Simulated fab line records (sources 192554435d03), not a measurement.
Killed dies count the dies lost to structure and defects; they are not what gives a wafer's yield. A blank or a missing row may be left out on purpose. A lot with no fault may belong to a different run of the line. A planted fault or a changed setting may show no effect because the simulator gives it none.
Matching of chambers | flow n5-finfet | N5_BEOL_M0_ETCH_138 on rie-diel-06 has 4 sister chambers
The step etches SiCN in CH3F/O2, target depth 12 nm, time 31.6 s. 7 wafers are shown with their chamber, then 9 later ones without.

## WAFERS, EACH WITH ITS CHAMBER
wafer  | chamber | showerhead-plenum-p-Torr (Torr) | throttle-valve-pct (%)
L074.3 | 1       | 1.99                            | 16.57
L085.2 | 0       | 2.07                            | 16.70
L085.5 | 3       | 1.92                            | 16.46
L085.6 | 2       | 2.08                            | 16.53
L086.1 | 2       | 2.08                            | 16.53
L086.3 | 3       | 1.92                            | 16.48
L086.5 | 0       | 2.06                            | 16.72

## WAFERS WHOSE CHAMBER IS MISSING
wafer  | showerhead-plenum-p-Torr (Torr) | throttle-valve-pct (%)
L087.2 | 2.08                            | 16.56
L087.3 | 2.06                            | 16.71
L087.6 | 2.06                            | 16.72
L094.3 | 2.08                            | 16.58
L094.5 | 2.06                            | 16.74
L094.6 | 1.91                            | 16.50
L096.1 | 1.91                            | 16.51
L096.2 | 2.08                            | 16.59
L096.5 | 1.91                            | 16.51

## WHICH CHAMBER EACH ONE RAN IN
wafer  | from the rows above | in truth
L087.2 | 2                   | 2
L087.3 | 0                   | 0
L087.6 | 0                   | 0
L094.3 | 2                   | 2
L094.5 | 0                   | 0
L094.6 | 3                   | 3
L096.1 | 3                   | 3
L096.2 | 2                   | 2
L096.5 | 3                   | 3
Correct placement for 9 of the 9. From these rows, 0 cannot be placed. Wrongly placed: 0.
How it was worked out, from the rows above alone: a wafer's distance from a chamber is the root of the sum, over the readings, of the square of ((its reading less the chamber's mean) divided by the reading's scatter). The wafer belongs to the nearest chamber; if the next one is less than 2 further off, it can't be placed. Each chamber's mean is taken over the wafers shown for it. How the scatter is found: for the shown wafers, subtract from each reading the mean of its chamber, square and add these, divide the total by (wafers less chambers), then take the root.
